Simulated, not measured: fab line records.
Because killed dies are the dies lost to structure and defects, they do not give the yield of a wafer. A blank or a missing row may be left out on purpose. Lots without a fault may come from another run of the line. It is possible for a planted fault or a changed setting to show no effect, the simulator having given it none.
A struck lot beside a sound one | flow nand harc | 13 out of 1302 route steps
Sound: these wafers, L533.1, L533.2, L533.5. Wafers struck: L536.4, L536.5, L536.6. The cause comes at the end.
At each step with rows: each side's tool, then ch and its chambers, then its first start. Under that, the readings that differ: sound wafers | struck wafers | difference of the means | sigmas: that difference in standard deviations of wafers without a fault.
alike: a reading whose means differ by less than 2 such deviations, as well as words and numbers matching on both sides. not compared: withheld readings; readings where some wafer has no value; bounds like >300 that might hide an equal value; numbers whose values overlap and for which the record gives no deviation.
Wherever a step has rows on one side only, a row that says differs or no value, or a row with sigmas, the two part there. Non-overlapping numbers with no deviation appear without sigmas and do not part them. A reading that every wafer of one side lacks parts them only if that side has two wafers or more.

NHARC_A_BONDPAD_DEP_00: deposits SiCN, target thk 250 nm.
  sound on pecvd-02 ch 0,1,2, day 28 16:01; struck on pecvd-02 ch 0,1,2, day 29 15:55
  alike: heater power w
NHARC_A_BONDPAD_CMP_29: polishes SiCN, target thk 200 nm.
  sound on cmp-04 ch 1,2,3, day 28 16:27; struck on cmp-04 ch 1,2, day 29 16:12
  alike: motor current A
NHARC_A_BONDPAD_THK_MEAS_30: measures by ellipsometry.
  struck on film metro-01, day 29 16:27; sound on film metro-01, day 28 16:40
  alike: thk nm
then, 9 steps without rows for these wafers: NHARC_A_BONDPAD_SRD_31; NHARC_A_BONDPAD_DEHYDRATE_01 (time 120 s); NHARC_A_BONDPAD_HMDS_02 (time 30 s); NHARC_A_BONDPAD_COAT_33 (time 65 s); NHARC_A_BONDPAD_COAT_03 (resist thk 600 nm); NHARC_A_BONDPAD_SOFTBAKE_04 (time 70 s); NHARC_A_BONDPAD_EBR_05; NHARC_A_BONDPAD_EXPOSE_06 (exposes mask A BPAD); NHARC_A_BONDPAD_PEB_07 (peb time 80 s).
NHARC_A_BONDPAD_DEVELOP_08: time 50 s.
  struck on litho track-07, day 29 16:00; sound on litho track-07 ch 0, day 28 17:00
  no value came back on the struck wafers for chill plate temp C (C), developer temp C (C); on the sound wafers chill plate temp C (C) reads 22.98 23.03 22.99

WHERE THEY PART
At NHARC_A_BONDPAD_DEVELOP_08 and nowhere else, as far as this record goes.

WHY: the cause the simulator had injected
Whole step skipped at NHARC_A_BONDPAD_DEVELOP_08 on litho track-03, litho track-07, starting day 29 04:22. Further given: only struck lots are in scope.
